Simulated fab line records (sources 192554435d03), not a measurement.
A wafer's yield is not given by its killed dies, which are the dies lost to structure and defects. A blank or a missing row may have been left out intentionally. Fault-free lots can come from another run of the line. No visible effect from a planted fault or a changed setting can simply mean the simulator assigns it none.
fab line records	flow n5Finfet
record: lots: 7	wafers: 21
route steps=1938 shown BEOL_M6@1212 BEOL_M7@1266 BEOL_M8@1335
startH: hours from the record's first day to the start of the lot's first wafer shown	waitH: time in hours since the lot's previous step	" unchanged from the row above	L1.1+2: a single row standing in for several wafers	- value missing, or start not given	* or withheld: withheld	< > ~ a bound
route shown NAME@n: names a module that has steps shown in the file, with the first one's number in the route	usual: the fault-free wafers' mean and standard deviation	same: alike in all rows	chamber/n: place in a boat	sites: the reading at each site	_std_site: the standard deviation of these	_edge_site: mean of outer sites minus mean of inner sites	radiusMm: for every site, how far away it sits from the centre of the wafer	mask NAME#n: copy n	behind: the last tool/chamber to shape the wafer	hold: the reason the lot was held/the length of the hold in hours/how it ended	device: the n, p or np transistor that did not switch	end of line: tests run on the same wafers once the route is complete	a step with no rows: only its recipe	killed: dies lost to structure and defects at the first sort, not the wafer's yield	map: dies across one wafer; x = killed, . = not, _ = none there
set.NAME: setting as actually run; set.NAME@STEP: the setting as run at that earlier step	model.NAME: the simulator's own value behind a step, which no gauge read
one table per step and one row per wafer, for lots whose settings were changed on purpose
== steps ==
step: N5_BEOL_M6_ETCH_62
recipe: chemistry: N2/H2	target: SOC	targetDepthA: 1100	overetchA: 220	maskMaterial: SiARC	tempC: 40	timeS: 165	ionEnergyEv: 200	pressureMtorr: 30	sourceW: 840	biasW: 150	n2FlowSccm: 200	h2FlowSccm: 200
lot.wafer	tool	chamber	startH	waitH	set.timeS	set.doseMj@BEOL_M6_EXPOSE_08	model.BEOL_M6.cdOffsetNm	model.SiARC_of_BEOL_M6_COAT_60.thkNm
L074.1+2	rieDiel-03	2,0	184.12	0.0	196.1	68.25	0.8	27.2
L074.5	"	3	"	"	165	68.25	0.2	28.4
L079.1	rieDiel-03	2	217.83	0.0	165	68.25	-0.2	28.4
L079.2	"	3	"	"	165	72.43	2.8	28.6
L079.5	"	1	"	"	165	68.25	-0.2	28.2
L081.2+4	rieDiel-05	3,2	240.85	0.0	165	68.25	0	28.6
L081.5	"	3	"	"	165	64.54	-2.8	28.6
L083.4	rieDiel-05	0	266.96	0.0	165	68.25	0	28.4
L083.5	"	3	"	"	130.6	70.45	0.4	29.8
L083.6	"	0	"	"	130.6	68.25	-0.8	29.8
L092.1	rieDiel-03	0	325.04	0.0	165	68.25	0.6	28.4
L092.4	"	1	"	"	150.4	68.25	-0.6	29
L092.6	"	1	"	"	165	71.8	2.8	28.2
L095.1	rieDiel-03	3	325.76	0.0	165	68.25	-0.6	28.4
L095.2	"	0	"	"	165	68.25	-0.2	28.4
L095.6	"	3	"	"	165	68.25	-0.4	28.4
L094.2	rieDiel-05	1	329.41	0.0	165	68.25	0.8	28.4
L094.3	"	3	"	"	136.4	68.25	0	29.6
L094.4	"	0	"	"	165	68.25	0.6	28.6
step: N5_BEOL_M6_STRIP_68
recipe: chemistry: N2/H2	tempC: 40	n2FlowSccm: 200	h2FlowSccm: 200	rfFrequencyHz: 6e+07
step: N5_BEOL_M6_STRIP_67
recipe: chemistry: CF4	resist: SiARC	powerW: 300	biasPowerW: 75	pressureMtorr: 50	cf4FlowSccm: 150	rfFrequencyHz: 6e+07
step: N5_BEOL_M6_HM_OPEN_17
recipe: chemistry: Cl2/BCl3	targetDepthA: 200	overetchA: 60	target: TiN	maskMaterial: SOC	ionEnergyEv: 150	pressureMtorr: 10	icpW: 1000	biasW: 126	Cl2_flow_sccm: 53.25	bcl3FlowSccm: 21.75	Ar_flow_sccm: 25
lot.wafer	tool	chamber	startH	waitH	set.doseMj@BEOL_M6_EXPOSE_08	set.timeS@BEOL_M6_ETCH_62	model.etch.depthNm	model.BEOL_M6.cdOffsetNm
L074.1	rieMetal-03	0	184.31	0.0	68.25	196.1	17.05	0.8
L074.2	"	1	"	"	68.25	196.1	17.1	0.8
L074.5	"	1	"	"	68.25	165	19.88	0.2
L079.1	rieMetal-02	0	218.02	0.0	68.25	165	19.96	-0.4
L079.2	"	1	"	"	72.43	165	19.96	2.8
L079.5	"	0	"	"	68.25	165	20.12	-0.4
L081.2	rieMetal-03	1	241.04	0.0	68.25	165	20.13	0
L081.4	"	0	"	"	68.25	165	19.94	0.2
L081.5	"	0	"	"	64.54	165	19.94	-2.6
L083.4	rieMetal-02	1	267.18	0.1	68.25	165	19.94	0
L083.5	"	0	"	"	70.45	130.6	19.84	0.4
L083.6	"	1	"	"	68.25	130.6	20.05	-0.8
L092.1	rieMetal-01	1	325.23	0.0	68.25	165	20.19	0.6
L092.4	"	0	"	"	68.25	150.4	20.27	-0.6
L092.6	"	1	"	"	71.8	165	20.15	3
L095.1	rieMetal-03	0	325.94	0.0	68.25	165	19.82	-0.6
L095.2	"	1	"	"	68.25	165	19.7	-0.2
L095.6	"	0	"	"	68.25	165	19.81	-0.4
L094.2	rieMetal-01	0	329.59	0.0	68.25	165	20.27	0.8
L094.3	"	1	"	"	68.25	136.4	20.1	0
L094.4	"	0	"	"	68.25	165	19.87	0.8
step: N5_BEOL_M6_STRIP_19
recipe: chemistry: O2	powerW: 400	tempC: 40	pressureMtorr: 30	rfFrequencyHz: 6e+07	biasPowerW: 0	overashFraction: 0.2	o2FlowSccm: 225
step: N5_BEOL_M6_CD_MEAS_18
recipe: pitchNm: 80	targetCdNm: 40
usual: cdNm: 39.9/0.49
lot.wafer	tool	chamber	startH	waitH	set.doseMj@BEOL_M6_EXPOSE_08	cdNm
L074.1	cdSem-03	-	184.49	0.0	68.25	41.2
L074.2	"	-	"	"	68.25	41.0
L074.5	"	-	"	"	68.25	40.2
L079.1	cdSem-02	-	218.20	0.0	68.25	39.4
L079.2	"	-	"	"	72.43	42.8
L079.5	"	-	"	"	68.25	39.9
L081.2	cdSem-03	-	241.22	0.1	68.25	40.2
L081.4	"	-	"	"	68.25	40.4
L081.5	"	-	"	"	64.54	37.6
L083.4	cdSem-02	-	267.33	0.0	68.25	40.1
L083.5	"	-	"	"	70.45	40.6
L083.6	"	-	"	"	68.25	39.7
L092.1	cdSem-02	-	325.44	0.0	68.25	40.3
L092.4	"	-	"	"	68.25	39.7
L092.6	"	-	"	"	71.8	42.9
L095.1	cdSem-02	-	326.13	0.0	68.25	39.7
L095.2	"	-	"	"	68.25	39.8
L095.6	"	-	"	"	68.25	39.5
L094.2	cdSem-03	-	329.82	0.1	68.25	40.7
L094.3	"	-	"	"	68.25	39.8
L094.4	"	-	"	"	68.25	40.8
step: N5_BEOL_M6_COAT_63
recipe: resist: SOC	tempC: 250	timeS: 60	spinRpm: 1500	resistThkNm: 60
step: N5_BEOL_M6_COAT_64
recipe: resist: SiARC	tempC: 220	timeS: 60	spinRpm: 1500	resistThkNm: 12
step: N5_BEOL_M6_PRECLEAN_42
recipe: chemistry: residueRemover	timeS: 60	tempC: 40
step: N5_BEOL_M6_SRD_43
recipe: timeS: 30	tempC: 23	rinseLiquid: diw	dry: ipaMarangoni
step: N5_BEOL_M6_CD_MEAS_35
recipe: targetCdNm: 40	targetCdYNm: 28	polarity: opening
usual: cdNm: 39.9/0.51
lot.wafer	tool	chamber	startH	waitH	set.doseMj@BEOL_M6_EXPOSE_08	cdNm
L074.1	cdSem-02	-	189.43	0.0	68.25	41.2
L074.2	"	-	"	"	68.25	41.0
L074.5	"	-	"	"	68.25	40.1
L079.1	cdSem-02	-	222.47	0.0	68.25	39.7
L079.2	"	-	"	"	72.43	42.6
L079.5	"	-	"	"	68.25	39.5
L081.2	cdSem-03	-	242.85	0.0	68.25	39.6
L081.4	"	-	"	"	68.25	40.3
L081.5	"	-	"	"	64.54	37.1
L083.4	cdSem-02	-	269.69	0.0	68.25	40.1
L083.5	"	-	"	"	70.45	40.7
L083.6	"	-	"	"	68.25	39.4
L095.1	cdSem-01	-	327.74	0.0	68.25	39.4
L095.2	"	-	"	"	68.25	40.2
L095.6	"	-	"	"	68.25	39.7
L092.1	cdSem-01	-	328.21	0.0	68.25	41.0
L092.4	"	-	"	"	68.25	39.4
L092.6	"	-	"	"	71.8	42.8
L094.2	cdSem-03	-	334.20	0.0	68.25	40.5
L094.3	"	-	"	"	68.25	39.6
L094.4	"	-	"	"	68.25	40.9
step: N5_BEOL_M7_PECVD_70
recipe: material: SiO2	targetThkA: 200	tempC: 400	precursor: TEOS/O2	pressureTorr: 5.5	rfW: 450	teosFlowSccm: 53.8	gas: O2	flowSccm: 3000	timeS: 22.7
lot.wafer	tool	chamber	startH	waitH	set.tempC	model.SiO2_of_BEOL_M7_PECVD_70.thkNm
L074.1+2+5	pecvd-03	0,1,1	193.66	0.0	400	20
L079.1+5	pecvd-04	1,0	226.29	0.0	394.3	20.8
L079.2	"	0	"	"	394.3	20.6
L081.2+4+5	pecvd-01	0,1,2	245.88	0.0	400	20
L083.4+5	pecvd-04	2,1	272.81	0.1	400	20.2
L083.6	"	0	"	"	400	20.4
L095.1+2	pecvd-04	0,1	330.84	0.0	400	20
L095.6	"	2	"	"	400	20.2
L092.1	pecvd-03	1	332.88	0.0	400	19.8
L092.4+6	"	2,0	"	"	414	18.4
L094.2	pecvd-04	1	336.99	0.0	400	20.4
L094.3	"	0	"	"	400	20
L094.4	"	1	"	"	389.7	22
step: N5_BEOL_M7_TRENCH_ETCH_37
recipe: chemistry: C4F6/O2	targetDepthA: 934.78	target: SiCOH_lowk	timeS: 31.2	ionEnergyEv: 250	pressureMtorr: 30	sourceW: 345	biasW: 185	Ar_flow_sccm: 300	C4F6_flow_sccm: 10	O2_flow_sccm: 10
usual: rfVppV: 664/6.3
lot.wafer	tool	chamber	startH	waitH	set.biasW	rfVppV
L074.1	rieDiel-02	3	-	-	185	661
L074.2	"	2	"	"	185	664
L074.5	"	2	"	"	185	663
L079.1	rieDiel-04	0	-	-	185	656
L079.2	"	2	"	"	185	672
L079.5	"	3	"	"	205.2	717
L081.2	rieDiel-02	2	-	-	185	661
L081.4	"	2	"	"	185	663
L081.5	"	3	"	"	185	660
L083.4	rieDiel-02	1	-	-	193.9	694
L083.5	"	0	"	"	185	661
L083.6	"	1	"	"	185	668
L095.1	rieDiel-04	3	-	-	185	659
L095.2	"	0	"	"	185	654
L095.6	"	2	"	"	185	670
L092.1	rieDiel-06	3	-	-	185	660
L092.4	"	2	"	"	151.8	579
L092.6	"	0	"	"	151.8	568
L094.2	rieDiel-04	1	-	-	185	667
L094.3	"	0	"	"	205.1	711
L094.4	"	2	"	"	185	671
step: N5_BEOL_M7_ETCH_41
recipe: chemistry: CH3F/O2	target: SiCN	targetDepthA: 319	taperDeg: 2	timeS: 57.8	ionEnergyEv: 120	maskMaterial: TiN	pressureMtorr: 30	sourceW: 395	biasW: 75	Ar_flow_sccm: 150	CH3F_flow_sccm: 30	O2_flow_sccm: 20
usual: rfVppV: 297.4/1.5
lot.wafer	tool	chamber	startH	waitH	set.sourceW	rfVppV	model.etch.depthNm
L074.1	rieDiel-02	3	-	-	414	291.3	21.75
L074.2	"	2	"	"	395	296.6	21.58
L074.5	"	2	"	"	395	296.6	21.72
L079.1	rieDiel-04	0	-	-	342.1	311.2	20.58
L079.2	"	2	"	"	395	299.0	22.04
L079.5	"	3	"	"	342.1	310.8	20.54
L081.2	rieDiel-02	2	-	-	395	296.7	21.8
L081.4	"	2	"	"	461	283.1	23
L081.5	"	3	"	"	461	282.7	22.81
L083.4	rieDiel-02	1	-	-	442.7	287.6	23.33
L083.5	"	0	"	"	395	297.4	22.01
L083.6	"	1	"	"	395	297.5	22.37
L095.1	rieDiel-04	3	-	-	395	297.8	22.19
L095.2	"	0	"	"	395	297.1	22.28
L095.6	"	2	"	"	395	300.5	22.56
L092.1	rieDiel-06	3	-	-	395	295.5	21.68
L092.4	"	2	"	"	395	299.7	22.02
L092.6	"	0	"	"	395	297.0	21.55
L094.2	rieDiel-04	1	-	-	459.7	281.7	23.27
L094.3	"	0	"	"	395	294.5	22
L094.4	"	2	"	"	459.7	286.7	23.52
step: N5_BEOL_M7_STRIP_80
recipe: chemistry: N2/H2	timeS: 10	powerW: 450	tempC: 40	pressureMtorr: 20	rfFrequencyHz: 6e+07	biasPowerW: 7	n2FlowSccm: 200	h2FlowSccm: 200
step: N5_BEOL_M7_OCD_MEAS_38
usual: trenchDepthNm: 93.7/1.4
lot.wafer	tool	chamber	startH	waitH	set.biasW@BEOL_M7_TRENCH_ETCH_37	trenchDepthNm
L074.1	ocd-01	-	198.94	-	185	91.1
L074.2	"	-	"	"	185	92.3
L074.5	"	-	"	"	185	92.6
L079.1	ocd-02	-	234.76	-	185	93.2
L079.2	"	-	"	"	185	95.1
L079.5	"	-	"	"	205.2	95.6
L081.2	ocd-02	-	248.91	-	185	92.6
L081.4	"	-	"	"	185	92.5
L081.5	"	-	"	"	185	91.4
L083.4	ocd-01	-	276.81	-	193.9	97.1
L083.5	"	-	"	"	185	94.8
L083.6	"	-	"	"	185	94.8
L095.1	ocd-01	-	339.13	-	185	94.0
L095.2	"	-	"	"	185	95.0
L095.6	"	-	"	"	185	95.4
L092.1	ocd-02	-	339.47	-	185	92.7
L092.4	"	-	"	"	151.8	88.6
L092.6	"	-	"	"	151.8	87.3
L094.2	ocd-01	-	341.30	-	185	95.1
L094.3	"	-	"	"	205.1	98.4
L094.4	"	-	"	"	185	96.3
step: N5_BEOL_M7_HM_STRIP_39
recipe: chemistry: peroxideTinStrip	material: TiN	targetDepthA: 250	tempC: 50	timeS: 158
lot.wafer	tool	chamber	startH	waitH	set.tempC@BEOL_M7_PECVD_70	model.SiO2_of_BEOL_M7_PECVD_70.thkNm
L074.1+2+5	wetBench-06	3,6,7	198.97	0.0	400	19.8
L079.1+5	wetBench-06	4,0	234.79	0.0	394.3	20.6
L079.2	"	5	"	"	394.3	20.4
L081.2+5	wetBench-06	2,3	248.95	0.0	400	19.8
L081.4	"	4	"	"	400	20
L083.4	wetBench-06	7	276.84	0.0	400	20
L083.5+6	"	2,1	"	"	400	20.2
L095.1+2	wetBench-03	7,2	339.17	0.0	400	19.8
L095.6	"	6	"	"	400	20
L092.1	wetBench-06	6	339.50	0.0	400	19.6
L092.4	"	2	"	"	414	18.4
L092.6	"	1	"	"	414	18.2
L094.2	wetBench-06	1	341.33	0.0	400	20.2
L094.3	"	4	"	"	400	19.8
L094.4	"	5	"	"	389.7	21.8
step: N5_BEOL_M8_PECVD_70
recipe: material: SiO2	targetThkA: 200	tempC: 400	precursor: TEOS/O2	pressureTorr: 5.5	rfW: 450	teosFlowSccm: 53.8	gas: O2	flowSccm: 3000	timeS: 22.7
lot.wafer	tool	chamber	startH	waitH	set.tempC	model.SiO2_of_BEOL_M8_PECVD_70.thkNm
L074.1	pecvd-03	1	205.16	0.0	395.2	20.4
L074.2	"	2	"	"	400	19.8
L074.5	"	0	"	"	400	20.2
L079.1	pecvd-03	0	237.80	0.0	400	20
L079.2	"	2	"	"	393.2	20.8
L079.5	"	0	"	"	400	20.4
L081.2	pecvd-03	1	253.18	0.0	394.9	20.4
L081.4	"	1	"	"	400	20
L081.5	"	0	"	"	394.9	20.8
L083.4+6	pecvd-02	0,2	279.80	0.1	400	20.4
L083.5	"	0	"	"	413.3	18.6
L095.1	pecvd-02	1	344.10	0.0	400	19.8
L095.2+6	"	0	"	"	400	20.2
L092.1	pecvd-03	2	345.06	0.0	400	19.8
L092.4	"	0	"	"	400	20.2
L092.6	"	1	"	"	412.2	18.6
L094.2	pecvd-02	1	346.49	0.0	400	19.8
L094.3+4	"	1,0	"	"	414.2	18.2
step: N5_BEOL_M8_EXPOSE_08
recipe: maskId: M8	na: 1.35	sourceShape: dipole	sigmaInner: 0.817	sigmaOuter: 0.97	polarization: te	doseMj: 68.25
lot.wafer	tool	chamber	startH	waitH	mask	set.doseMj
L074.1+2+5	arfiScanner-02	0	210.48	-	M8#0	68.25
L079.1+2+5	arfiScanner-02	0	240.24	-	M8#0	68.25
L081.2	arfiScanner-03	0	253.90	-	M8#0	68.25
L081.4+5	"	0	"	"	M8#0	65
L083.4+5	arfiScanner-02	0	280.73	-	M8#0	68.25
L083.6	"	0	"	"	M8#0	70.54
L095.1+2+6	arfiScanner-03	0	345.32	-	M8#0	68.25
L092.1+4+6	arfiScanner-01	0	346.53	-	M8#0	68.25
L094.2	arfiScanner-01	0	347.37	-	M8#0	68.25
L094.3+4	"	0	"	"	M8#0	69.6
step: N5_BEOL_M8_PEB_09
recipe: pebTempC: withheld	pebTimeS: 60	resist: CAR-ArF
step: N5_BEOL_M8_DEVELOP_10
recipe: developTimeS: 30	developer: TMAH	resist: CAR-ArF	rinseLiquid: diw	dry: airSpin	devTempC: 23
step: N5_BEOL_M8_DESCUM_16
recipe: chemistry: O2	timeS: 7.9	sourcePowerW: 50	biasPowerW: 20	pressureMtorr: 20	rfFrequencyHz: 2.712e+07	tempC: 40	resist: CAR-ArF	o2FlowSccm: 225
step: N5_BEOL_M8_ETCH_61
recipe: chemistry: CF4	target: SiARC	targetDepthA: 455	maskMaterial: CAR-ArF	timeS: 75.8	ionEnergyEv: 80	pressureMtorr: 40	sourceW: 545	biasW: 36	Ar_flow_sccm: 100	cf4FlowSccm: 100	ends: cleared
lot.wafer	tool	chamber	startH	waitH	set.doseMj@BEOL_M8_EXPOSE_08	model.BEOL_M8.cdOffsetNm
L074.1+2+5	rieDiel-03	1,3,3	210.73	0.0	68.25	0
L079.1+5	rieDiel-05	1	240.50	0.0	68.25	-0.8
L079.2	"	2	"	"	68.25	-0.4
L081.2	rieDiel-03	1	254.15	0.0	68.25	-0.4
L081.4	"	0	"	"	65	-2.4
L081.5	"	2	"	"	65	-2.2
L083.4	rieDiel-05	1	280.96	0.0	68.25	0.4
L083.5	"	0	"	"	68.25	0.6
L083.6	"	1	"	"	70.54	2.2
L095.1	rieDiel-01	2	345.57	0.0	68.25	0
L095.2	"	0	"	"	68.25	-0.2
L095.6	"	0	"	"	68.25	-0.6
L092.1+4	rieDiel-05	1,3	346.78	0.0	68.25	0.2
L092.6	"	3	"	"	68.25	-0.4
L094.2	rieDiel-05	3	347.62	0.0	68.25	0.8
L094.3+4	"	2,0	"	"	69.6	1
step: N5_BEOL_M8_ETCH_62
recipe: chemistry: N2/H2	target: SOC	targetDepthA: 1100	overetchA: 220	maskMaterial: SiARC	tempC: 40	timeS: 165	ionEnergyEv: 200	pressureMtorr: 30	sourceW: 840	biasW: 150	n2FlowSccm: 200	h2FlowSccm: 200
step: N5_BEOL_M8_STRIP_68
recipe: chemistry: N2/H2	tempC: 40	n2FlowSccm: 200	h2FlowSccm: 200	rfFrequencyHz: 6e+07
step: N5_BEOL_M8_STRIP_67
recipe: chemistry: CF4	resist: SiARC	powerW: 300	biasPowerW: 75	pressureMtorr: 50	cf4FlowSccm: 150	rfFrequencyHz: 6e+07
step: N5_BEOL_M8_HM_OPEN_17
recipe: chemistry: Cl2/BCl3	targetDepthA: 200	overetchA: 60	target: TiN	maskMaterial: SOC	ionEnergyEv: 150	pressureMtorr: 10	icpW: 1000	biasW: 126	Cl2_flow_sccm: 53.25	bcl3FlowSccm: 21.75	Ar_flow_sccm: 25
lot.wafer	tool	chamber	startH	waitH	set.doseMj@BEOL_M8_EXPOSE_08	model.BEOL_M8.cdOffsetNm
L074.1+2+5	rieMetal-02	0,1,1	210.97	0.0	68.25	0
L079.1	rieMetal-03	0	240.74	0.0	68.25	-0.6
L079.2	"	1	"	"	68.25	-0.4
L079.5	"	0	"	"	68.25	-0.8
L081.2	rieMetal-01	1	254.39	0.0	68.25	-0.4
L081.4	"	1	"	"	65	-2.2
L081.5	"	1	"	"	65	-2
L083.4+5	rieMetal-01	1	281.30	0.1	68.25	0.6
L083.6	"	1	"	"	70.54	2.2
L095.1	rieMetal-03	0	345.81	0.0	68.25	0
L095.2	"	1	"	"	68.25	-0.2
L095.6	"	1	"	"	68.25	-0.6
L092.1+4	rieMetal-02	1	347.02	0.0	68.25	0.4
L092.6	"	1	"	"	68.25	-0.2
L094.2	rieMetal-03	0	347.86	0.0	68.25	1
L094.3	"	0	"	"	69.6	1
L094.4	"	1	"	"	69.6	0.8
step: N5_BEOL_M8_STRIP_19
recipe: chemistry: O2	powerW: 400	tempC: 40	pressureMtorr: 30	rfFrequencyHz: 6e+07	biasPowerW: 0	overashFraction: 0.2	o2FlowSccm: 225
step: N5_BEOL_M8_CD_MEAS_18
recipe: pitchNm: 80	targetCdNm: 40
usual: cdNm: 40.0/0.46
lot.wafer	tool	chamber	startH	waitH	set.doseMj@BEOL_M8_EXPOSE_08	cdNm
L074.1	cdSem-02	-	211.16	0.0	68.25	40.0
L074.2	"	-	"	"	68.25	39.8
L074.5	"	-	"	"	68.25	39.8
L079.1	cdSem-02	-	240.92	0.0	68.25	39.7
L079.2	"	-	"	"	68.25	39.7
L079.5	"	-	"	"	68.25	39.2
L081.2	cdSem-02	-	254.57	0.1	68.25	39.7
L081.4	"	-	"	"	65	37.4
L081.5	"	-	"	"	65	38.0
L083.4	cdSem-03	-	281.49	0.0	68.25	40.4
L083.5	"	-	"	"	68.25	40.6
L083.6	"	-	"	"	70.54	42.1
L095.1	cdSem-01	-	346.09	0.1	68.25	39.8
L095.2	"	-	"	"	68.25	40.2
L095.6	"	-	"	"	68.25	39.5
L092.1	cdSem-02	-	347.30	0.0	68.25	40.4
L092.4	"	-	"	"	68.25	40.4
L092.6	"	-	"	"	68.25	39.9
L094.2	cdSem-02	-	348.05	0.1	68.25	40.9
L094.3	"	-	"	"	69.6	41.2
L094.4	"	-	"	"	69.6	40.8
step: N5_BEOL_M8_COAT_63
recipe: resist: SOC	tempC: 250	timeS: 60	spinRpm: 1500	resistThkNm: 60
step: N5_BEOL_M8_COAT_64
recipe: resist: SiARC	tempC: 220	timeS: 60	spinRpm: 1500	resistThkNm: 12
step: N5_BEOL_M8_STRIP_80
recipe: chemistry: N2/H2	timeS: 10	powerW: 450	tempC: 40	pressureMtorr: 20	rfFrequencyHz: 6e+07	biasPowerW: 7	n2FlowSccm: 200	h2FlowSccm: 200
step: N5_BEOL_M8_HM_STRIP_39
recipe: chemistry: peroxideTinStrip	material: TiN	targetDepthA: 250	tempC: 50	timeS: 158
lot.wafer	tool	chamber	startH	waitH	set.tempC@BEOL_M8_PECVD_70	model.SiO2_of_BEOL_M8_PECVD_70.thkNm
L074.1	wetBench-02	7	213.16	0.0	395.2	20.2
L074.2	"	4	"	"	400	19.6
L074.5	"	2	"	"	400	20
L079.1	wetBench-02	0	243.05	0.0	400	19.8
L079.2	"	7	"	"	393.2	20.6
L079.5	"	1	"	"	400	20.2
L081.2	wetBench-05	6	255.77	0.0	394.9	20.2
L081.4	"	3	"	"	400	19.8
L081.5	"	2	"	"	394.9	20.6
L083.4+6	wetBench-02	7,6	283.98	0.0	400	20.2
L083.5	"	1	"	"	413.3	18.4
L095.1	wetBench-02	3	347.12	0.0	400	19.6
L095.2+6	"	6,4	"	"	400	20
L092.1	wetBench-02	4	349.95	0.0	400	19.6
L092.4	"	1	"	"	400	20
L092.6	"	5	"	"	412.2	18.4
L094.2	wetBench-05	7	350.11	0.0	400	19.6
L094.3	"	3	"	"	414.2	18
L094.4	"	0	"	"	414.2	18.2
== key ==
split: step: N5_BEOL_M6_ETCH_62	setting: timeS	stated: 165	by: wafer
response: step: N5_BEOL_M6_ETCH_62	reading: model.SiARC_of_BEOL_M6_COAT_60.thkNm	change: -0.0659	per: 1%	r: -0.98
response: step: N5_BEOL_M6_HM_OPEN_17	reading: model.etch.depthNm	shape: bent	atLowest: 19.95	atStated: 19.98	atHighest: 17.08
split: step: N5_BEOL_M7_PECVD_70	setting: tempC	stated: 400	by: wafer
response: step: N5_BEOL_M7_PECVD_70	reading: model.SiO2_of_BEOL_M7_PECVD_70.thkNm	change: -0.505	per: 1%	r: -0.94
response: step: N5_BEOL_M7_HM_STRIP_39	reading: model.SiO2_of_BEOL_M7_PECVD_70.thkNm	change: -0.486	per: 1%	r: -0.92
split: step: N5_BEOL_M7_TRENCH_ETCH_37	setting: biasW	stated: 185	by: wafer
response: step: N5_BEOL_M7_TRENCH_ETCH_37	reading: rfVppV	change: +4.69	per: 1%	r: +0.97
response: step: N5_BEOL_M7_OCD_MEAS_38	reading: trenchDepthNm	change: +0.242	per: 1%	r: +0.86
split: step: N5_BEOL_M7_ETCH_41	setting: sourceW	stated: 395	by: wafer
response: step: N5_BEOL_M7_ETCH_41	reading: rfVppV	change: -0.786	per: 1%	r: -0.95
response: step: N5_BEOL_M7_ETCH_41	reading: model.etch.depthNm	change: +0.0841	per: 1%	r: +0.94
split: step: N5_BEOL_M8_PECVD_70	setting: tempC	stated: 400	by: wafer
response: step: N5_BEOL_M8_PECVD_70	reading: model.SiO2_of_BEOL_M8_PECVD_70.thkNm	change: -0.468	per: 1%	r: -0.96
response: step: N5_BEOL_M8_HM_STRIP_39	reading: model.SiO2_of_BEOL_M8_PECVD_70.thkNm	change: -0.459	per: 1%	r: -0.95
split: step: N5_BEOL_M8_EXPOSE_08	setting: doseMj	stated: 68.25	by: wafer
response: step: N5_BEOL_M8_ETCH_61	reading: model.BEOL_M8.cdOffsetNm	change: +0.4	per: 1%	r: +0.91
response: step: N5_BEOL_M8_HM_OPEN_17	reading: model.BEOL_M8.cdOffsetNm	change: +0.351	per: 1%	r: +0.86
response: step: N5_BEOL_M8_CD_MEAS_18	reading: cdNm	change: +0.387	per: 1%	r: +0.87
split outsideThisFile step=N5_BEOL_M6_EXPOSE_08 setting=doseMj
split outsideThisFile: this setting was split too, and the file shows its column; the key of that split is in another file
